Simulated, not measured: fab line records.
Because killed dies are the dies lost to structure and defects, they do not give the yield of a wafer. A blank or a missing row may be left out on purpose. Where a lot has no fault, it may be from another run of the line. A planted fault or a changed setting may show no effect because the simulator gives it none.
Struck lot and sound lot, side by side | flow nand_harc | 15 steps out of a route of 1159
Sound: wafers L958.2, L958.4, L958.6. Struck: wafers L967.2, L967.4, L967.6. At the end, the cause is stated.
Each step with rows lists, per side, the tool, then ch with its chambers, then its first start. Under that, the readings that differ: sound wafers | struck wafers | difference of the means | sigmas: that difference in standard deviations of wafers without a fault.
alike: a reading whose means differ by less than 2 such deviations, as well as words and numbers matching on both sides. not compared: withheld readings; readings where some wafer has no value; bounds like >300 that might hide an equal value; numbers whose values overlap and for which the record gives no deviation.
The two part at a step that has a row with sigmas, a row that says differs or no value, or rows on one side only. Numbers that have no deviation but don't overlap get no sigmas and don't part them. A reading that every wafer of one side lacks parts them only if that side has two wafers or more.

NHARC_A_CONTACT_ETCH_138: etches the open film in C4F8/O2/Ar, time 132 s, target depth 1289 nm.
  sound on har_cap_etch-03 ch 0,1, day 17 15:38; struck on har_cap_etch-03 ch 0,1, day 20 01:05
  not compared: rf_hours_counter_h
then, 1 step without rows for these wafers: NHARC_A_CONTACT_ETCH_139 (etches the open film in C4F8/O2/Ar, time 137 s, target depth 590 nm).
NHARC_A_CONTACT_ETCH_92: etches the open film in CH3F/O2, target depth 40 nm, time 85.7 s.
  sound on rie_diel-02 ch 1,2, day 17 16:10; struck on rie_diel-11 ch 1,3, day 20 01:35
  reading                     | sound       | struck      | difference | sigmas
  drypump_motor_current_A (A) | 5.5 4.9 4.9 | 6.3 5.9 6.4 | +1.1       | +2
  alike: oes_product_au, rf_vpp_V, showerhead_plenum_p_Torr, throttle_valve_pct
  not compared: rf_hours_counter_h
NHARC_A_CONTACT_ETCH_98: etches the open film in C4F6/O2, target depth 20 nm, time 10 s.
  sound: rie_diel-02 ch 0,1,3; struck: rie_diel-11 ch 0,1,2
  alike: drypump_motor_current_A, oes_product_au, rf_vpp_V, showerhead_plenum_p_Torr, throttle_valve_pct
  not compared: rf_hours_counter_h
NHARC_A_CONTACT_CD_MEAS_15:
  sound on cd_sem-03 at day 17 16:23; struck on cd_sem-01 at day 20 01:49
  alike: cd_nm
then, 3 steps without rows for these wafers: NHARC_A_CONTACT_STRIP_107 (strips in N2/H2); NHARC_A_CONTACT_STRIP_108 (strips in CF4/CHF3); NHARC_A_CONTACT_STRIP_109 (strips in O2/COS).
NHARC_A_CONTACT_ETCH_110: etches the open film in CF4/O2, target depth 50 nm, overetch 5 nm, time 27.5 s.
  sound on rie_diel-02 ch 0,2,3, day 17 16:40; struck on rie_diel-02 ch 0,1,2, day 20 02:07
  alike: cf4_flow_sccm, drypump_motor_current_A, oes_ar_750_au, oes_product_au, rf_vpp_V, showerhead_plenum_p_Torr, throttle_valve_pct
  not compared: rf_hours_counter_h
NHARC_A_CONTACT_STRIP_26: strips in O2.
  sound: rie_diel-02 ch 0,1,2; struck: rie_diel-02 ch 0,3
  alike: drypump_motor_current_A, oes_product_au, rf_vpp_V, showerhead_plenum_p_Torr, throttle_valve_pct
  not compared: rf_hours_counter_h
then, 2 steps without rows for these wafers: NHARC_A_CONTACT_STRIP_27 (strips in post etch residue remover, time 600 s); NHARC_A_CONTACT_ALD_18 (deposits TiN, target thk 3 nm, pulse time 1 s, ald cycles 150).
NHARC_A_CONTACT_CVD_19: deposits W, target thk 300 nm, time 802 s.
  sound on cvd_w-01 ch 0,1, day 17 17:39; struck on cvd_w-02 ch 0,1, day 20 04:10
  alike: heater_power_w, throttle_valve_pct
  not compared: since_wet_clean_h
NHARC_A_CONTACT_CMP_20: polishes, t overpolish 30 s, target thk 300 nm.
  sound on cmp-03 ch 0,1,3, day 17 18:35; struck on cmp-03 ch 1,2, day 20 05:02
  reading                | sound          | struck            | difference | sigmas
  time_to_endpoint_s (s) | 61.4 61.3 63.2 | 122.4 117.7 117.7 | +57.3      | +25
  alike: motor_current_A, overpolish_run_s
  not compared: pad_life_wafers
-- record jumps: 2 days between struck wafers' starts before vs after; left off in module A_CONTACT, resumes in module END, first step shown is number 1159 of the route --
NHARC_END_SORT_01:
  here the record holds rows for the struck wafers (prober-02 ch 0, day 22 07:36) but none for the sound ones

## WHERE THEY PART
At NHARC_A_CONTACT_ETCH_92 first; at NHARC_END_SORT_01 last (within this record only).

WHY: what had been put in by the simulator
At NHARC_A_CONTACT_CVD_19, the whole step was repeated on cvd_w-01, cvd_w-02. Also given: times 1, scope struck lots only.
